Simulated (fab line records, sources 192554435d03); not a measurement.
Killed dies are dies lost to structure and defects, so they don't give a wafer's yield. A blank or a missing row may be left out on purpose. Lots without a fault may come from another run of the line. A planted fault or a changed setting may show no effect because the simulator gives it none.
fab line records | flow n5_finfet
record lots=6 wafers=18 last_day=14
route steps=1938 shown HKMG_FIN@449 GATE_CUT@465 PASSIVATION@1936
lots that met no fault: from a run of the same line without faults
start_h: hours from the record's first day to the start of the lot's first wafer shown | wait_h: hours since the lot's step before | " the same as in the row above | L1.1+2: a row that stands for several wafers | - no value, or no start given | * or withheld: withheld | < > ~ a bound
route shown NAME@n: a module of which the file shows steps, and the number in the route of the first | usual: mean/standard deviation of fault-free wafers | same: alike in all rows | chamber/n: place in a boat | sites: the reading at each site | _std_site: their standard deviation | _edge_site: outer sites' mean less inner sites' | radius_mm: how far each site lies from the wafer's centre | mask NAME#n: copy n | behind: the tool/chamber that last shaped the wafer | hold: why the lot was held/for how many hours/how that ended | device: the transistor (n, p or np) that didn't switch | end of line: the same wafers' tests at the end of the route | a step without rows: its recipe alone | killed: dies lost to structure and defects at the first sort, not the wafer's yield | map: a wafer's dies, x killed, . not, _ none there
set.NAME: the setting as run; set.NAME@STEP: as run at that earlier step | model.NAME: the simulator's own value behind a step, which no gauge read
lots at some steps of the route; a table a step, a row a wafer
services: from which hour (start_h, from the record's first day; less than 0 if before it) a tool's chamber was out of use, for how many hours, and why
## steps
# step N5_HKMG_FIN_ALD_71
# recipe material=TiN target_thk_a=10 temp_c=400 ald_precursor_family=TiCl4 ald_co_reactant=NH3 pulse_time_s=1 purge_time_s=3 co_reactant_purge_time_s=2 co_reactant_pulse_time_s=2 ald_cycles=47 pressure_torr=3
# usual heater_power_w=876/88 precursor_pulse_height_rel=1.001/0.019
# columns lot.wafer tool chamber start_h wait_h heater_power_w precursor_pulse_height_rel
L673.1 ald_metal-01 1 90.78 0.0 1059 0.972
L673.3 " 2 " " 844 1.020
L673.4 " 3 " " 805 0.993
L675.1 ald_metal-01 2 98.53 0.0 844 0.967
L675.3 " 1 " " 1034 1.039
L675.5 " 0 " " 860 1.006
L677.1 ald_metal-04 3 112.50 0.0 782 0.999
L677.4 " 1 " " 916 0.957
L677.5 " 3 " " 784 0.978
L680.1 ald_metal-04 1 136.03 0.0 907 1.000
L680.2 " 2 " " 989 0.989
L680.6 " 3 " " 780 0.975
L682.2 ald_metal-04 2 152.10 0.0 985 0.992
L682.3 " 0 " " 903 0.993
L682.6 " 2 " " 960 0.998
L684.1 ald_metal-04 1 158.88 0.0 907 0.976
L684.2 " 3 " " 775 0.970
L684.3 " 0 " " 917 0.997
# step N5_HKMG_FIN_COAT_66
# recipe resist=SOC temp_c=250 time_s=60 spin_rpm=1500 resist_thk_nm=300
# step N5_HKMG_FIN_ETCH_67
# recipe chemistry=N2/H2 target=SOC target_depth_a=3889 stop_on=TiN ion_energy_ev=100 bias_w=61 pressure_mtorr=30 source_w=850 n2_flow_sccm=200 h2_flow_sccm=200
# step N5_HKMG_FIN_STRIP_90
# recipe chemistry=N2/H2 material=SOC time_s=20 power_w=500 temp_c=40 pressure_mtorr=50 rf_frequency_hz=6e+07 bias_power_w=8 h2_frac=0.5 n2_flow_sccm=300 h2_flow_sccm=300
# step N5_HKMG_FIN_WET_ETCH_73
# recipe chemistry=SC1 mix=1:2:40 temp_c=50 time_s=42.3 target_depth_nm=1.3 dry=ipa_marangoni rinse_time_s=30 rinse_temp_c=23
# step N5_HKMG_FIN_ETCHBACK_68
# recipe chemistry=Cl2/Ar stop_on=HfO2 target_depth_a=5 pressure_mtorr=10 icp_w=600 bias_w=60 Cl2_flow_sccm=40 Ar_flow_sccm=60
# step N5_HKMG_FIN_STRIP_69
# recipe chemistry=N2/H2 power_w=2500 temp_c=300 h2_frac=0.65 time_s=360 pressure_mtorr=withheld n2_flow_sccm=1750 h2_flow_sccm=3250
# usual drypump_motor_current_A=5.43/0.12 heater_power_w=509/73
# same time_s=360
# columns lot.wafer tool chamber start_h wait_h drypump_motor_current_A heater_power_w rf_hours_counter_h
L673.1 plasma_asher-01 1 91.66 0.2 5.62 442 91
L673.3 " 0 " " 5.37 445 -
L673.4 " 1 " " 5.62 447 -
L675.1 plasma_asher-02 1 99.24 0.1 5.28 463 43
L675.3 " 1 " " 5.29 459 -
L675.5 " 1 " " 5.25 463 -
L677.1 plasma_asher-01 1 113.20 0.1 5.62 450 96
L677.4 " 0 " " 5.34 441 -
L677.5 " 1 " " 5.62 442 -
L680.1 plasma_asher-02 1 136.92 0.1 5.31 466 48
L680.2 " 0 " " 5.51 617 48
L680.6 " 0 " " 5.48 617 -
L682.2 plasma_asher-02 1 152.80 0.1 5.34 454 51
L682.3 " 1 " " 5.32 464 -
L682.6 " 0 " " 5.48 598 -
L684.1 plasma_asher-02 0 159.68 0.2 5.54 608 53
L684.2 " 1 " " 5.32 463 53
L684.3 " 0 " " 5.53 607 -
# step N5_HKMG_FIN_ALD_21
# recipe material=TiN target_thk_a=15 temp_c=400 ald_precursor_family=TiCl4 ald_co_reactant=NH3 pulse_time_s=1 purge_time_s=3 co_reactant_purge_time_s=2 co_reactant_pulse_time_s=2 ald_cycles=68 pressure_torr=3
# step N5_HKMG_FIN_ALD_72
# recipe material=W target_thk_a=20 temp_c=300 pressure_torr=7.5 ald_precursor_family=WF6 ald_co_reactant=B2H6 pulse_time_s=1 purge_time_s=2 co_reactant_purge_time_s=2 co_reactant_pulse_time_s=3 ald_cycles=7
# step N5_HKMG_FIN_W_FILL_22
# recipe material=W target_thk_a=600 temp_c=400 pressure_torr=39.4 time_s=18.2
# step N5_HKMG_FIN_PRECLEAN_83
# recipe chemistry=DIW time_s=57.5 temp_c=23
# step N5_HKMG_FIN_SRD_84
# recipe dry_time_s=32 dry=n2_spin spin_rpm=1500
# step N5_HKMG_FIN_CMP_23
# recipe stop_on=SiNx t_overpolish_s=10 post_cmp_clean=rinse_only down_force_psi=4 platen_rpm=50.289 pad_velocity_m_s=1.0006 target_thk_nm=46.326
# usual motor_current_A=12.0/0.82 overpolish_run_s=9.999/0.0087 time_to_endpoint_s=11.6/2.5
# same t_overpolish_s=10
# columns lot.wafer tool chamber start_h wait_h motor_current_A overpolish_run_s time_to_endpoint_s
L673.1 cmp-04 2 92.69 0.1 11.7 9.995 11.8
L673.3 " 3 " " 10.4 10.005 9.0
L673.4 " 0 " " 12.4 9.995 9.1
L675.1 cmp-04 3 100.15 0.0 10.7 10.001 10.9
L675.3 " 1 " " 11.3 9.992 10.1
L675.5 " 0 " " 12.5 10.013 13.7
L677.1 cmp-02 2 114.13 0.0 12.7 9.996 15.5
L677.4 " 0 " " 12.3 9.987 15.7
L677.5 " 3 " " 11.7 9.991 13.0
L680.2 cmp-02 2 137.97 0.0 13.1 9.999 12.6
L680.1 " 0 " " 11.9 9.999 13.9
L680.6 " 3 " " 11.8 9.995 11.6
L682.2 cmp-02 0 153.88 0.2 12.5 9.993 12.6
L682.3 " 1 " " 12.9 9.996 16.7
L682.6 " 3 " " 11.4 9.988 13.7
L684.1 cmp-04 0 160.59 0.0 12.2 9.994 12.3
L684.2 " 1 " " 11.7 10.005 6.9
L684.3 " 3 " " 10.9 9.989 9.6
# step N5_HKMG_FIN_CMP_94
# recipe stop_on=SiNx post_cmp_clean=w_dilute_nh4oh t_overpolish_s=4.7 down_force_psi=4 platen_rpm=50.289 pad_velocity_m_s=1.0006 target_thk_nm=43.299
# step N5_GATE_CUT_ETCHBACK_00
# recipe chemistry=SF6/Cl2 target=W pressure_mtorr=8 icp_w=900 bias_w=80 SF6_flow_sccm=40 Cl2_flow_sccm=60
# step N5_GATE_CUT_ETCH_56
# recipe chemistry=Cl2/Ar target=TiN target_depth_a=216 pressure_mtorr=10 icp_w=600 bias_w=60 Cl2_flow_sccm=40 Ar_flow_sccm=60
# step N5_GATE_CUT_ETCHBACK_30
# recipe chemistry=Cl2/Ar target=TiN target_depth_a=30 mode=isotropic pressure_mtorr=10 icp_w=600 bias_w=60 Cl2_flow_sccm=40 Ar_flow_sccm=60
# step N5_GATE_CUT_VAPOR_ETCH_60
# recipe chemistry=BCl3/Cl2 target=HfO2 mode=isotropic
# usual drypump_motor_current_A=5.45/0.24 oes_product_au=0.81/0.1
# columns lot.wafer tool chamber start_h wait_h drypump_motor_current_A oes_product_au
L673.1 rie_metal-01 0 93.59 0.0 5.46 0.70
L673.3 " 0 " " 5.45 0.70
L673.4 " 1 " " 5.34 0.88
L675.1 rie_metal-02 0 101.38 0.1 5.63 0.80
L675.3 " 0 " " 5.61 0.79
L675.5 " 0 " " 5.62 0.80
L677.1 rie_metal-01 0 115.11 0.0 5.45 0.69
L677.4 " 0 " " 5.44 0.70
L677.5 " 1 " " 5.32 0.87
L680.1 rie_metal-02 0 138.96 0.0 5.61 0.79
L680.2 " 1 " " 5.06 0.99
L680.6 " 0 " " 5.64 0.79
L682.2 rie_metal-01 1 154.70 0.0 5.32 0.86
L682.3 " 1 " " 5.35 0.84
L682.6 " 0 " " 5.45 0.69
L684.1 rie_metal-03 0 161.58 0.0 5.46 0.81
L684.2 " 1 " " 5.83 0.94
L684.3 " 1 " " 5.84 0.93
# step N5_GATE_CUT_ETCH_58
# recipe chemistry=CH3F/O2 target=SiNx target_depth_a=170 time_s=128.6 ion_energy_ev=50 pressure_mtorr=30 source_w=415 bias_w=21 Ar_flow_sccm=150 CH3F_flow_sccm=30 O2_flow_sccm=20
# step N5_GATE_CUT_STRIP_59
# recipe chemistry=N2/H2 time_s=20 power_w=100 temp_c=40 pressure_mtorr=100 rf_frequency_hz=6e+07 bias_power_w=3 n2_flow_sccm=300 h2_flow_sccm=300
# usual drypump_motor_current_A=5.74/0.29 oes_product_au=0.77/0.079 rf_vpp_V=45.3/0.77 showerhead_plenum_p_Torr=3.37/0.097 throttle_valve_pct=12.30/0.18
# same time_s=20
# columns lot.wafer tool chamber start_h wait_h drypump_motor_current_A oes_product_au rf_hours_counter_h rf_vpp_V showerhead_plenum_p_Torr throttle_valve_pct
L673.1 rie_diel-06 0 93.75 0.1 5.84 0.75 126 44.8 3.36 12.31
L673.3 " 3 " " 5.79 0.96 12 43.9 3.45 12.15
L673.4 " 1 " " 5.95 0.75 146 42.8 3.53 12.29
L675.1 rie_diel-05 1 101.56 0.1 5.77 0.75 135 44.9 3.37 11.97
L675.3 " 3 " " 6.10 0.68 243 44.4 3.19 12.75
L675.5 " 3 " " 6.11 0.68 - 43.6 3.19 12.76
L677.1 rie_diel-06 3 115.40 0.1 5.80 0.94 19 45.1 3.45 12.16
L677.4 " 0 " " 5.85 0.75 - 45.6 3.36 12.32
L677.5 " 2 " " 5.53 0.71 - 45.7 3.37 12.23
L680.1 rie_diel-03 0 139.24 0.1 5.39 0.72 184 45.2 3.36 12.44
L680.2 " 1 " " 6.24 0.71 176 46.3 3.24 12.43
L680.6 " 0 " " 5.42 0.72 - 45.5 3.36 12.43
L682.2 rie_diel-03 1 154.86 0.1 6.23 0.71 182 45.7 3.23 12.44
L682.3 " 3 " " 5.23 0.74 169 46.1 3.37 12.37
L682.6 " 3 " " 5.27 0.74 - 45.8 3.37 12.34
L684.1 rie_diel-05 3 161.84 0.1 6.18 0.94 7 45.1 3.59 12.14
L684.2 " 0 " " 5.87 0.77 139 45.3 3.24 12.28
L684.3 " 1 " " 5.74 0.73 155 46.1 3.36 12.03
# step N5_GATE_CUT_PRECLEAN_31
# recipe temp_c=23 chemistry=DIW time_s=300
# step N5_GATE_CUT_SRD_32
# recipe time_s=30 temp_c=23 rinse_liquid=diw dry=ipa_marangoni
# step N5_GATE_CUT_SAC_CAP_01
# recipe material=SiNx target_thk_a=240 temp_c=400 ald_precursor_family=SiH2I2 ald_co_reactant=N2/H2-plasma pulse_time_s=1 ald_cycles=480 purge_time_s=2 co_reactant_purge_time_s=2 pressure_torr=2
# usual heater_power_w=802/79 precursor_pulse_height_rel=1.000/0.02
# columns lot.wafer tool chamber start_h wait_h heater_power_w precursor_pulse_height_rel
L673.1 ald_sin-04 0 94.44 0.5 910 0.993
L673.3 " 2 " " 856 1.015
L673.4 " 1 95.53 1.6 829 0.984
L675.1 ald_sin-02 3 101.77 0.0 750 0.970
L675.3 " 0 " " 935 0.989
L675.5 " 1 102.86 1.1 713 0.993
L677.1 ald_sin-02 3 115.96 0.4 745 1.007
L677.4 " 1 " " 717 1.029
L677.5 " 3 117.04 1.5 762 1.019
L680.1 ald_sin-02 1 139.46 0.0 709 0.998
L680.2 " 3 " " 746 1.003
L680.6 " 2 140.55 1.1 726 0.969
L682.2 ald_sin-03 3 155.07 0.0 790 1.017
L682.3 " 1 " " 868 1.002
L682.6 " 3 156.16 1.1 802 0.994
L684.1 ald_sin-03 2 162.05 0.0 813 0.984
L684.2 " 1 " " 887 1.023
L684.3 " 3 " " 784 0.974
# step N5_GATE_CUT_PECVD_57
# recipe material=SiNx target_thk_a=210 temp_c=400 precursor=SiH4/NH3/N2 pressure_torr=1.5 rf_w=300
# step N5_GATE_CUT_CMP_02
# recipe stop_on=SiO2 t_overpolish_s=12.7 post_cmp_clean=alkaline_brush down_force_psi=2.5 platen_rpm=51.8 pad_velocity_m_s=1.0307 target_thk_nm=0
# step N5_GATE_CUT_HM_DEP_46
# recipe material=SiO2 target_thk_a=1300 temp_c=400 precursor=TEOS/O2 pressure_torr=6.5 rf_w=900 teos_flow_sccm=161.4 gas=O2 flow_sccm=2650 time_s=26.6
# step N5_GATE_CUT_COAT_34
# recipe resist=SOC temp_c=250 time_s=60 spin_rpm=1500 resist_thk_nm=60
# step N5_GATE_CUT_COAT_35
# recipe resist=SiARC temp_c=220 time_s=60 spin_rpm=1500 resist_thk_nm=10
# step N5_GATE_CUT_COAT_27
# recipe resist=underlayer temp_c=205 time_s=60 spin_rpm=1500 resist_thk_nm=10
# step N5_GATE_CUT_COAT_07
# recipe resist=CAR-EUV spin_rpm=1500 resist_thk_nm=30
# step N5_GATE_CUT_EBR_09
# recipe solvent=PGMEA ebr_width_mm=1.5
# step N5_GATE_CUT_SOFTBAKE_08
# recipe temp_c=110 time_s=60 resist=CAR-EUV
# step N5_GATE_CUT_EXPOSE_10
# recipe mask_id=GATE_CUT na=0.33 source_shape=annular sigma_inner=0.35 sigma_outer=0.8 polarization=unpolarized target_cd_nm=20 dose_mj=43.25
# step N5_GATE_CUT_PEB_11
# recipe peb_temp_c=100 peb_time_s=60 resist=CAR-EUV
# step N5_GATE_CUT_DEVELOP_12
# recipe develop_time_s=30 developer=TMAH resist=CAR-EUV rinse_liquid=surfactant_rinse dry=air_spin dev_temp_c=23
# step N5_GATE_CUT_CD_MEAS_13
# recipe target_cd_nm=20 landing_energy_ev=500 detector=se_inlens
# usual cd_nm=19.96/0.28
# columns lot.wafer tool chamber start_h wait_h cd_nm
L673.1 cd_sem-02 0 97.37 - 19.72
L673.3 " 0 " " 20.01
L673.4 " 0 " " 20.03
L675.1 cd_sem-03 0 104.76 - 19.93
L675.3 " 0 " " 19.75
L675.5 " 0 " " 20.22
L677.1 cd_sem-03 0 118.89 - 19.90
L677.4 " 0 " " 19.25
L677.5 " 0 " " 19.55
L680.1 cd_sem-02 0 142.40 - 20.34
L680.2 " 0 " " 19.95
L680.6 " 0 " " 20.27
L682.2 cd_sem-01 0 158.01 - 19.88
L682.3 " 0 " " 20.19
L682.6 " 0 " " 19.58
L684.1 cd_sem-03 0 164.99 - 19.61
L684.2 " 0 " " 20.31
L684.3 " 0 " " 20.51
# step N5_GATE_CUT_OVL_MEAS_14
# recipe points_per_wafer=522
# usual GATE_CUT_OVL=0.4/0.74
# columns lot.wafer tool chamber start_h wait_h GATE_CUT_OVL[nm]
L673.1 overlay-02 0 97.40 0.0 1.0
L673.3 " 0 " " 1.0
L673.4 " 0 " " 1.0
L675.1 overlay-02 0 104.79 0.0 0.2
L675.3 " 0 " " 0.5
L675.5 " 0 " " 0.5
L677.1 overlay-01 0 118.92 0.0 1.2
L677.4 " 0 " " 0.4
L677.5 " 0 " " 0.7
L680.1 overlay-01 0 142.43 0.0 0.9
L680.2 " 0 " " 0.4
L680.6 " 0 " " 0.4
L682.2 overlay-01 0 158.05 0.0 0.9
L682.3 " 0 " " 0.0
L682.6 " 0 " " 1.3
L684.1 overlay-01 0 165.02 0.0 0.4
L684.2 " 0 " " 1.4
L684.3 " 0 " " -0.7
# step N5_GATE_CUT_DESCUM_18
# recipe chemistry=O2 time_s=7 source_power_w=50 bias_power_w=20 pressure_mtorr=20 rf_frequency_hz=2.712e+07 temp_c=40 resist=CAR-EUV o2_flow_sccm=225
# step N5_PASSIVATION_PROBE_49
# usual killed_at_M0_to_M3=33/9.1 killed_at_M4_up=14/5.6 killed_at_contacts=13/5.7 killed_at_front_end=42/12 killed_at_other=4/3 killed_dies=105/16 killed_on_rim=13/4 killed_open=69/11 killed_short=34/7.5
# same gross_dies=1180 killed_at_back_side=0
# columns lot.wafer tool chamber start_h wait_h killed_at_M0_to_M3 killed_at_M4_up killed_at_contacts killed_at_front_end killed_at_other killed_dies killed_on_rim killed_open killed_short
L673.1 prober-02 - 281.80 0.0 37 14 11 26 0 88 10 67 20
L673.3 prober-02 - 281.90 0.1 36 13 18 30 2 99 15 74 24
L673.4 prober-02 - 281.95 0.2 32 22 18 21 4 97 10 62 34
L675.1 prober-01 - 283.76 0.0 44 2 15 43 0 104 10 65 38
L675.3 prober-01 - 283.86 0.1 38 6 13 44 6 107 14 72 33
L675.5 prober-01 - 283.96 0.2 43 17 6 42 2 110 17 69 40
L677.1 prober-01 - 300.72 0.4 41 9 14 38 6 108 17 68 37
L677.4 prober-01 - 300.87 0.6 25 14 17 57 7 120 19 79 36
L677.5 prober-01 - 300.92 0.6 25 8 13 57 1 104 10 62 39
L680.1 prober-02 - 310.88 0.0 26 14 5 282 1 328 45 48 22
L680.2 prober-02 - 310.93 0.1 26 9 7 259 1 302 48 50 26
L680.6 prober-02 - 311.13 0.3 37 9 15 255 3 319 48 52 33
L682.2 prober-01 - 340.78 0.1 32 18 8 295 1 354 50 86 42
L682.3 prober-01 - 340.83 0.1 25 28 10 280 4 347 46 77 30
L682.6 prober-01 - 340.98 0.3 28 9 4 259 0 300 42 56 43
# killed by level:class
L673.1 MOL_CONTACT_COAG:geometric_particle:open=10 FIN_SAQP:geometric_particle:open=9 BEOL_M1:geometric_particle:open=9 BEOL_M2:geometric_particle:open=9 STARTING-WAFER:geometric_particle:short=6 BEOL_M0:geometric_particle:open=5 BEOL_M5:geometric_particle:open=5 BEOL_M0_SAQP:geometric_particle:short=4
L673.3 MOL_CONTACT_COAG:geometric_particle:open=17 BEOL_M3:geometric_particle:open=13 STI_FIN_REVEAL:geometric_particle:open=6 BEOL_M1:geometric_particle:open=6 BEOL_M3:geometric_particle:short=6 BEOL_M4:geometric_particle:open=5 FIN_SAQP:geometric_particle:open=4 DUMMY_GATE:geometric_particle:open=4
L673.4 MOL_CONTACT_COAG:geometric_particle:open=13 BEOL_M4:geometric_particle:open=11 BEOL_M1:geometric_particle:open=8 BEOL_M3:geometric_particle:open=7 BEOL_M1:geometric_particle:short=6 MOL_CONTACT_COAG:geometric_particle:short=5 BEOL_M0_SAQP:geometric_particle:short=5 GATE_CUT:geometric_particle:open=4
L675.1 FIN_SAQP:geometric_particle:open=12 BEOL_M2:geometric_particle:open=10 FIN_SAQP:geometric_particle:short=9 MOL_CONTACT_COAG:geometric_particle:open=9 BEOL_M1:geometric_particle:open=7 STI_FIN_REVEAL:geometric_particle:open=6 BEOL_M1:geometric_particle:short=6 BEOL_M0_SAQP:geometric_particle:short=5
L675.3 BEOL_M2:geometric_particle:open=14 MOL_CONTACT_COAG:geometric_particle:open=11 FIN_SAQP:geometric_particle:short=10 FIN_SAQP:geometric_particle:open=9 STI_FIN_REVEAL:geometric_particle:open=9 BEOL_M0_SAQP:geometric_particle:short=7 BEOL_M0_SAQP:geometric_particle:open=7 BEOL_M1:geometric_particle:open=6
L675.5 BEOL_M2:geometric_particle:open=19 BEOL_M0_SAQP:geometric_particle:short=9 FIN_SAQP:geometric_particle:open=7 STI_FIN_REVEAL:geometric_particle:open=7 FIN_SAQP:geometric_particle:short=6 GATE_CUT:geometric_particle:short=6 BEOL_M1:geometric_particle:open=6 BEOL_M4:geometric_particle:open=5
L677.1 MOL_CONTACT_COAG:geometric_particle:open=13 BEOL_M3:geometric_particle:open=12 BEOL_M0_SAQP:geometric_particle:open=10 BEOL_M0_SAQP:geometric_particle:short=9 FIN_SAQP:geometric_particle:short=8 FIN_SAQP:geometric_particle:open=6 BEOL_M5:geometric_particle:open=6 DUMMY_GATE:geometric_particle:open=5
L677.4 FIN_SAQP:geometric_particle:open=19 MOL_CONTACT_COAG:geometric_particle:open=14 STI_FIN_REVEAL:geometric_particle:open=12 FIN_SAQP:geometric_particle:short=9 BEOL_M0_SAQP:geometric_particle:short=5 BEOL_M2:geometric_particle:open=4 PAD_METAL:geometric_particle:short=4 STARTING-WAFER:geometric_particle:short=4
L677.5 FIN_SAQP:geometric_particle:open=16 FIN_SAQP:geometric_particle:short=14 BEOL_M0_SAQP:geometric_particle:short=12 MOL_CONTACT_COAG:geometric_particle:open=12 DUMMY_GATE:geometric_particle:open=7 STARTING-WAFER:geometric_particle:open=5 BEOL_M0_SAQP:geometric_particle:open=4 BEOL_M3:geometric_particle:open=4
L680.1 HKMG_FIN:unspecified=258 FIN_SAQP:geometric_particle:open=10 BEOL_M2:geometric_particle:open=10 BEOL_M3:geometric_particle:open=6 BEOL_M4:geometric_particle:open=5 BEOL_M5:geometric_particle:short=4 FIN_SAQP:geometric_particle:short=3 GATE_CUT:geometric_particle:short=3
L680.2 HKMG_FIN:unspecified=225 BEOL_M3:geometric_particle:open=8 GATE_CUT:geometric_particle:open=6 BEOL_M2:geometric_particle:open=6 FIN_SAQP:geometric_particle:open=5 MOL_CONTACT_COAG:geometric_particle:open=5 BEOL_M0:geometric_particle:open=5 FIN_SAQP:geometric_particle:short=4
L680.6 HKMG_FIN:unspecified=233 MOL_CONTACT_COAG:geometric_particle:open=11 BEOL_M2:geometric_particle:open=9 FIN_SAQP:geometric_particle:open=8 FIN_SAQP:geometric_particle:short=8 BEOL_M3:geometric_particle:open=6 BEOL_M0:geometric_particle:open=4 BEOL_M1:geometric_particle:open=4
L682.2 HKMG_FIN:unspecified=225 STI_FIN_REVEAL:geometric_particle:open=29 BEOL_M3:geometric_particle:open=11 BEOL_M4:geometric_particle:open=9 FIN_SAQP:geometric_particle:short=7 STI_FIN_REVEAL:geometric_particle:short=7 FIN_SAQP:geometric_particle:open=6 MOL_CONTACT_COAG:geometric_particle:open=5
L682.3 HKMG_FIN:unspecified=235 BEOL_M4:geometric_particle:open=16 STI_FIN_REVEAL:geometric_particle:open=12 BEOL_M3:geometric_particle:open=9 FIN_SAQP:geometric_particle:short=8 FIN_SAQP:geometric_particle:open=8 MOL_CONTACT_COAG:geometric_particle:open=5 DUMMY_GATE:geometric_particle:open=4
L682.6 HKMG_FIN:unspecified=198 FIN_SAQP:geometric_particle:short=17 STI_FIN_REVEAL:geometric_particle:open=14 FIN_SAQP:geometric_particle:open=9 BEOL_M3:geometric_particle:open=9 GATE_CUT:geometric_particle:short=6 BEOL_M0_SAQP:geometric_particle:short=6 STI_FIN_REVEAL:geometric_particle:short=5
# map L680.1 (x killed, . not)
_________________x.x....x....________________
______________..x....x....xxx..x_____________
___________.....x...x....x.x..xx...__________
__________.x.x....xx..x...x..xx...x._________
________..x....x....xx.x............x._______
_______....x.x..x..x.x...x........x.x..______
______x..x.........x.....x.x.x..x....x.x_____
_____.x......x.x.x..xxx....xx..x....x.xxx____
____..xx...x.....x.x...x.x....x....x....x.___
___..xxxxx.x..x.....................x..x.x.__
___x..xxxx..xx....x.x.....x..xx.x..xx..x.xx__
__.........xx..x....xx.......x....x.x.x..x.._
__x...........x......xx.x..xxxx.......x..x.._
_x....x......x.....x...x.x...x...x...xx......
_..xx......x...x.x.....x..xx...xx..x.....xx..
_.x..x......x.x....x..x....x......x..xx..x...
_.xx...x....x.x..xxx..xxx..x.xx.x...x.x.x....
_...x.x.....xxx..x.xx....x..x..x.x...x......x
_....x.xxx.....xxx.....x.x....x..x........x.x
_x.x...x..x..x......x.x..x.x.xx.x.xx.........
_..x....x........x...x..........xx........xx.
__...x..x....x........x....x....x...xx..x.x._
__x...xx....x.....x....x.x.......x.........x_
___....x...x.......x.....x..xx..xxxxx.x...x__
___.x.x.x..xxx.....x....x...x..........x..x__
____...x.....xx....x.....x.....x..x...x..x___
_____.x...x...x.........xx.x....x.x.x.x..____
______.....xx....x.......x.......xx....x_____
_______.x..xx.....xx......x.xxxx.....xx______
________x.xxx.x..x......x.....x......x_______
__________...........x.x.x..x..x..x._________
___________x...x......x...x.......x__________
______________......xxx.x....x.._____________
_________________.........x..________________
# map L682.2 (x killed, . not)
_________________x..x..x.....________________
______________x..xx..x....xx...._____________
___________x.xx..x..x...x.x.xx.x...__________
__________.x..x......x.x.xx........x_________
________.x..x......x.x......x.x....x.._______
_______x.x..x......x.x..x....x...xxx..x______
______..x..x.......xxx.xxx....xx..x.xx.._____
_____..............x.x.x........xx..xx..x____
____x.x..x........x..x......xx...x.......x___
___.x..xx.....x..xxx.....xx..xxx....xx.xxx.__
___x....x.x....x..x......x.x.x....x.x....x.__
__..x..xx.......xx.x..xx.x...x...........x.._
__........x.x.x...x....xx..x.x...x.x..x.xx.._
_x.....x..x....x.x......xx.x..x....xx...xx..x
_...........x.....xx..xx...x....x..........xx
_...xx.x.x.x.....x..xxx.x...x....x.xx...xx..x
_x.x...........x......x....x...xxxx..........
_x.x............x....x.x..x..x..........x...x
_x.x.x...x.x.xxx..x...xx.x.....x.....x.......
_..x..xx...x..x......x......x....xx.x..xxx...
_xx...x.x..x.........x.......x.xxx.......x..x
__..xx.x.xx...xxx..x.x..xx.....x..xx..xx.x.._
__..xx.xxxx.x..x...x.....x.....x.x..x...x..._
___....xx..x.....x.............x..x.x.x...x__
___xxx.......x.xxx.x............x......xx..__
____...x...xx..........x.....x......x.x..x___
_____..xx....x....x.xx.xx.x.xxx.x........____
______...xxx.x..x.x.....x.x..x.x...x...._____
_______x.....xx........x..xx.........xx______
________....x..x.x..x..x.x.x.x..xx.x.._______
__________...xx.x....x........x..x.._________
___________....x...x.xx...xxxxxx.x.__________
______________x...x.x.....x....x_____________
_________________..xx..xx..xx________________
## services
# columns tool chamber start_h hours kind
rie_metal-02 - 67.25 2.8 pm
ald_sin-02 - 70.28 0.8 pm
ald_sin-03 1 71.10 10.7 repair
ald_metal-04 2 72.38 2.5 repair
rie_diel-03 - 76.83 0.6 repair
rie_diel-06 2 78.81 9.3 repair
cmp-02 - 79.13 3.5 pm
ald_metal-01 - 83.48 0.4 repair
ald_sin-03 - 86.05 14.0 pm
ald_sin-03 0 86.05 14.0 vent_cycle
ald_sin-03 1 86.05 14.0 vent_cycle
ald_sin-03 2 86.05 14.0 vent_cycle
ald_sin-03 3 86.05 14.0 vent_cycle
cmp-02 - 91.49 1.4 repair
ald_sin-02 1 93.30 6.1 repair
rie_metal-03 - 95.55 0.6 repair
rie_metal-02 1 96.61 - clean
rie_metal-02 1 96.61 25.2 scheduled_down
rie_diel-03 2 100.80 22.0 repair
rie_diel-06 1 113.13 2.7 repair
plasma_asher-02 - 124.50 8.6 repair
cmp-04 - 128.42 0.5 repair
ald_sin-03 0 143.95 2.6 repair
rie_diel-05 2 147.57 7.4 repair
## key
first_sign step=N5_PASSIVATION_PROBE_49 reading=killed_at_front_end direction=up sigmas=19 usual=42 struck=272
effect step=N5_PASSIVATION_PROBE_49 reading=killed_dies direction=up sigmas=14 usual=105 struck=325
more_kills_born_at N5_HKMG_FIN_CMP_23@cmp-02=1374
met_at N5_HKMG_FIN_CMP_23
struck_wafers L680.1,L680.2,L680.6,L682.2,L682.3,L682.6
tester_left_out L680,L682
onset_between 114.13 137.97
also_fits N5_GATE_CUT_STRIP_59:rie_diel-03
fault kind=chamber_particle_source tool=cmp-02 chamber=- onset_h=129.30 steps=N5_HKMG_FIN_CMP_23 rate_per_visit_cm2=0.40285 end_h=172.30
# tester_left_out: of these lots the tester's yield and bins aren't shown, on N5 and GAA mostly nor the transistor test; their killed dies are dies lost to structure and defects alone, not to doping, threshold or leakage, so they don't give the yield
